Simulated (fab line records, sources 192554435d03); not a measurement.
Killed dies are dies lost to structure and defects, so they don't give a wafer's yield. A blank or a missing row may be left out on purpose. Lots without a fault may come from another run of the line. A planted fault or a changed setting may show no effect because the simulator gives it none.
A struck lot beside a sound one | flow n5_finfet | 25 steps out of a route of 1938
Sound: wafers L449.2, L449.4, L449.6. Struck: wafers L455.1, L455.3, L455.6. The cause comes at the end.
At each step with rows: each side's tool, then ch and its chambers, then its first start. Under that, the readings that differ: sound wafers | struck wafers | difference of the means | sigmas: that difference in standard deviations of wafers without a fault.
alike: readings whose means differ by less than 2 such deviations, and words and numbers that are the same on both sides. not compared: withheld readings, readings that some wafer has no value for, bounds like >300 that may hide the same value, and numbers for which the record gives no deviation and whose values overlap.
The two part at a step that has a row with sigmas, a row that says differs or no value, or rows on one side only. Numbers that don't overlap but have no deviation are shown without sigmas and don't part them. A reading that every wafer of one side lacks parts them only if that side has two wafers or more.

N5_BEOL_M6_THK_MEAS_53: measures by xrf.
  sound on film_metro-02, day 11 04:40; struck on film_metro-01, day 13 10:31
  alike: M6_THK
then, 2 steps without rows for these wafers: N5_BEOL_M6_PRE_CLEAN_55 (time 15 s); N5_BEOL_M6_DEP_56 (deposits SiCN from 3MS/NH3, target thk 10 nm, time 17.5 s).
N5_BEOL_M6_RS_MEAS_57: measures by four-point-probe.
  sound on film_metro-01, day 11 04:47; struck on film_metro-02, day 13 10:39
  alike: M6_RS
N5_BEOL_M6_INSPECT_58: inspects for defects (darkfield).
  sound on defect_inspect-02, day 11 04:49; struck on defect_inspect-02, day 13 10:41
  reading          | sound    | struck   | difference | sigmas
  raw_defect_count | 47 45 48 | 97 97 78 | +44        | +2
then, 1 step without rows for these wafers: N5_BEOL_M7_ILD_DEP_00 (deposits SiCOH lowk from DEMS/porogen, target thk 179.75 nm, time 33.4 s).
N5_BEOL_M7_CURE_74: cures SiCOH lowk, time 240 s.
  sound on uv_cure-02 ch 0, day 11 05:28; struck on uv_cure-03 ch 0, day 13 10:47
  alike: lamp_power_pct, wafer_temp_C_max
N5_BEOL_M7_THK_MEAS_01:
  sound on film_metro-02, day 11 05:53; struck on film_metro-02, day 13 11:17
  alike: M7_ILD_THK
N5_BEOL_M7_PECVD_70: deposits SiO2 from TEOS/O2, target thk 20 nm, time 22.7 s.
  sound on pecvd-02 ch 0,1, day 11 05:56; struck on pecvd-04 ch 0,1,2, day 13 11:20
  alike: heater_power_w, showerhead_plenum_p_Torr, susceptor_temp_C, throttle_valve_pct
N5_BEOL_M7_HM_DEP_02: deposits TiN, target thk 20 nm.
  sound on pvd_sputter-03, day 11 06:11; struck on pvd_sputter-01, day 13 11:50
  alike: susceptor_temp_C, throttle_valve_pct
then, 2 steps without rows for these wafers: N5_BEOL_M7_COAT_59 (time 60 s, resist thk 100 nm); N5_BEOL_M7_COAT_60 (time 60 s, resist thk 35 nm).
N5_BEOL_M7_COAT_05: resist thk 90 nm.
  sound on litho_track-05 ch 0, day 11 06:20; struck on litho_track-05 ch 0, day 13 11:58
  reading                                      | sound                | struck               | difference | sigmas
  spin_speed_rpm (rpm)                         | 1498.6 1500.6 1498.2 | 1399.8 1402.1 1401.0 | -98.2      | -89
  model.CAR-ArF_of_BEOL_M7_COAT_05.thk_nm (nm) | 90 90 90             | 93.6 93.4 93.4       | +3.5       |
then, 5 steps without rows for these wafers: N5_BEOL_M7_EBR_07; N5_BEOL_M7_SOFTBAKE_06 (time 60 s); N5_BEOL_M7_EXPOSE_08 (exposes mask M7); N5_BEOL_M7_PEB_09 (peb time 60 s); N5_BEOL_M7_DEVELOP_10 (develop time 30 s).
N5_BEOL_M7_CD_MEAS_11: target cd 38.5 nm.
  sound on cd_sem-03 ch 0, day 11 06:43; struck on cd_sem-03 ch 0, day 13 12:20
  alike: cd_nm
N5_BEOL_M7_OVL_MEAS_12:
  sound on overlay-01 ch 0, day 11 06:45; struck on overlay-02 ch 0, day 13 12:22
  reading     | sound       | struck         | difference | sigmas
  M7_OVL (nm) | 0.8 1.2 1.4 | -0.4 -0.7 -0.1 | -1.5       | -2
N5_BEOL_M7_INSPECT_13: inspects for defects (brightfield).
  sound on defect_inspect-02, day 11 06:46; struck on defect_inspect-01, day 13 12:23
  alike: raw_defect_count
N5_BEOL_M7_DESCUM_16: chemistry O2, time 7.9 s.
  sound on rie_diel-06 ch 0,1,2, day 11 07:25; struck on rie_diel-03 ch 0,2, day 13 12:28
  alike: drypump_motor_current_A, oes_product_au, rf_vpp_V, showerhead_plenum_p_Torr, throttle_valve_pct
  not compared: rf_hours_counter_h
N5_BEOL_M7_ETCH_61: etches SiARC in CF4, target depth 45.5 nm, time 75.8 s.
  sound on rie_diel-06 ch 0,1,2, day 11 07:27; struck on rie_diel-03 ch 0,2, day 13 12:31
  reading                                      | sound             | struck            | difference | sigmas
  drypump_motor_current_A (A)                  | 6.2 5.0 5.0       | 6.6 6.5 6.5       | +1.1       | +2
  rf_vpp_V (V)                                 | 183.1 181.3 182.7 | 184.1 184.8 185.7 | +2.5       | +2
  model.CAR-ArF_of_BEOL_M7_COAT_05.thk_nm (nm) | 50.8 51 50.8      | 54.2 54.2 54.2    | +3.3       |
  alike: etch_rf_on_time_s, oes_product_au, showerhead_plenum_p_Torr, throttle_valve_pct
  not compared: rf_hours_counter_h
N5_BEOL_M7_ETCH_62: etches SOC in N2/H2, target depth 110 nm, overetch 22 nm, time 165 s.
  sound on rie_diel-06 ch 0,1,2, day 11 07:31; struck on rie_diel-03 ch 0,2, day 13 12:34
  reading                     | sound       | struck      | difference | sigmas
  drypump_motor_current_A (A) | 6.2 4.9 5.1 | 6.7 6.5 6.5 | +1.2       | +2
  alike: h2_flow_sccm, oes_product_au, rf_vpp_V, showerhead_plenum_p_Torr, throttle_valve_pct
  not compared: rf_hours_counter_h
-- the record jumps here: 3 days lie between the struck wafers' starts before and after (it left off in module BEOL_M7 and takes up again in module PASSIVATION, whose first step shown is number 1936 of the route) --
N5_PASSIVATION_PROBE_49:
  the record has rows for the struck wafers here (prober-01, day 16 18:08) and none for the sound ones

WHERE THEY PART
First at N5_BEOL_M6_INSPECT_58; last, within this record, at N5_PASSIVATION_PROBE_49.

WHY: what the simulator had put in
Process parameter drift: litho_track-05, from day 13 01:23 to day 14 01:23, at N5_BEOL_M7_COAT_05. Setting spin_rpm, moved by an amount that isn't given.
